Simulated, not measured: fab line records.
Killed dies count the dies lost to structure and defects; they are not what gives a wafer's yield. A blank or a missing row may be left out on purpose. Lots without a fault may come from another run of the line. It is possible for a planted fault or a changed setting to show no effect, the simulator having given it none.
Chamber matching | flow nand-harc | rie-si-01 running NHARC_P_ZERO_WELL_ETCH_63: 4 sister chambers
The step etches the open film in HBr/Cl2, target depth 120 nm, time 40.1 s. 4 wafers are shown with their chamber, then 9 later ones without.

WAFERS, EACH WITH ITS CHAMBER
wafer  | chamber | drypump-motor-current-A (A)
L079.2 | 0       | 5.3
L085.1 | 3       | 5.7
L093.4 | 2       | 5.4
L093.6 | 1       | 6.2

WAFERS WITHOUT THEIR CHAMBER
wafer  | drypump-motor-current-A (A)
L094.2 | 6.2
L094.3 | 5.7
L094.5 | 5.4
L096.2 | 5.3
L096.5 | 6.2
L096.6 | 5.5
L097.1 | 5.8
L097.2 | 6.2
L097.4 | 5.3

CHAMBER TAKEN BY EACH
wafer  | from the rows above | in truth
L094.2 | 1                   | 1
L094.3 | 3                   | 3
L094.5 | 2                   | 2
L096.2 | 0                   | 0
L096.5 | 1                   | 1
L096.6 | 2                   | 2
L097.1 | 3                   | 3
L097.2 | 1                   | 1
L097.4 | 0                   | 0
Placed correctly: 9 of 9. Can't be placed from these rows: 0. 0 placed wrongly.
How it was worked out, from the rows above alone: a wafer's distance from a chamber is the root of the sum, over the readings, of the square of ((its reading less the chamber's mean) divided by the reading's scatter). The wafer belongs to the nearest chamber; if the next one is less than 2 further off, it can't be placed. A chamber's mean is the mean of its shown wafers. The scatter: root of mean squared gap, hidden wafer to nearest shown wafer, with one shown wafer a chamber.
